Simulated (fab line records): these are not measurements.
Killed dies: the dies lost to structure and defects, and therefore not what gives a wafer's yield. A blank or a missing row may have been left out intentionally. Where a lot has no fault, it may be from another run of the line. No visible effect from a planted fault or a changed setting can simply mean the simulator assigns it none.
Matching of chambers + flow nand harc + rie diel-09 running NHARC_A_CHANNEL_HOLE_D2_DESCUM_15: 4 sister chambers
The step chemistry O2, time 3 s. 20 wafers are shown with their chamber, then 10 later ones without.

WAFERS, EACH WITH ITS CHAMBER
| wafer  | chamber | showerhead plenum p Torr (Torr) | drypump motor current A (A) | oes product au (a.u.) |
|--------|---------|---------------------------------|-----------------------------|-----------------------|
| L075.2 | 0       | 1.85                            | 5.5                         | 1.025                 |
| L075.4 | 3       | 1.98                            | 5.5                         | 0.996                 |
| L075.6 | 2       | 1.90                            | 5.8                         | 1.004                 |
| L078.1 | 2       | 1.90                            | 5.8                         | 1.026                 |
| L078.3 | 0       | 1.84                            | 5.5                         | 0.994                 |
| L078.5 | 3       | 1.98                            | 5.5                         | 1.015                 |
| L079.1 | 0       | 1.84                            | 5.5                         | 0.998                 |
| L079.3 | 2       | 1.90                            | 5.8                         | 1.025                 |
| L079.5 | 2       | 1.90                            | 5.8                         | 1.020                 |
| L082.1 | 3       | 1.98                            | 5.5                         | 1.000                 |
| L082.4 | 2       | 1.90                            | 5.7                         | 1.018                 |
| L082.5 | 0       | 1.84                            | 5.5                         | 1.006                 |
| L085.2 | 1       | 1.94                            | 5.4                         | 1.042                 |
| L085.3 | 0       | 1.84                            | 5.5                         | 1.009                 |
| L085.6 | 0       | 1.84                            | 5.5                         | 1.002                 |
| L087.2 | 1       | 1.94                            | 5.4                         | 1.032                 |
| L087.3 | 3       | 1.98                            | 5.5                         | 1.015                 |
| L087.4 | 2       | 1.90                            | 5.8                         | 1.029                 |
| L087.1 | 0       | 1.84                            | 5.5                         | 1.010                 |
| L087.5 | 2       | 1.90                            | 5.8                         | 1.035                 |

SIGNATURES (averages over the wafers above)
| reading                  | chamber 0 | chamber 1 | chamber 2 | chamber 3 | scatter within a chamber |
|--------------------------|-----------|-----------|-----------|-----------|--------------------------|
| showerhead plenum p Torr | 1.8414    | 1.9400    | 1.9000    | 1.9800    | 0.00231                  |
| drypump motor current A  | 5.500     | 5.400     | 5.786     | 5.500     | 0.0231                   |
| oes product au           | 1.00629   | 1.03700   | 1.02243   | 1.00650   | 0.00982                  |
Rule: a wafer's distance from a chamber is the root of the sum, over the readings, of the square of ((its reading less the chamber's mean) divided by the reading's scatter). The wafer belongs to the nearest chamber; if the next one is less than 2 further off, it can't be placed. The scatter is the square root of a quotient: the sum, over the shown wafers, of each reading's squared deviation from its chamber's mean, divided by wafers minus chambers.

WAFERS WITHOUT THEIR CHAMBER
| wafer  | showerhead plenum p Torr (Torr) | drypump motor current A (A) | oes product au (a.u.) |
|--------|---------------------------------|-----------------------------|-----------------------|
| L087.6 | 1.98                            | 5.5                         | 0.994                 |
| L092.1 | 1.84                            | 5.5                         | 1.022                 |
| L092.2 | 1.90                            | 5.8                         | 1.036                 |
| L092.4 | 1.94                            | 5.4                         | 1.032                 |
| L093.2 | 1.98                            | 5.5                         | 0.996                 |
| L093.4 | 1.94                            | 5.4                         | 1.032                 |
| L093.6 | 1.90                            | 5.8                         | 1.029                 |
| L097.2 | 1.84                            | 5.5                         | 1.013                 |
| L097.3 | 1.98                            | 5.4                         | 0.974                 |
| L097.5 | 1.90                            | 5.8                         | 1.009                 |

THE CHAMBER EACH PASSED THROUGH
| wafer  | from the rows above | in truth |
|--------|---------------------|----------|
| L087.6 | 3                   | 3        |
| L092.1 | 0                   | 0        |
| L092.2 | 2                   | 2        |
| L092.4 | 1                   | 1        |
| L093.2 | 3                   | 3        |
| L093.4 | 1                   | 1        |
| L093.6 | 2                   | 2        |
| L097.2 | 0                   | 0        |
| L097.3 | 3                   | 3        |
| L097.5 | 2                   | 2        |
Correctly placed: 10 of 10. Can't be placed from these rows: 0. Placed wrongly: 0.
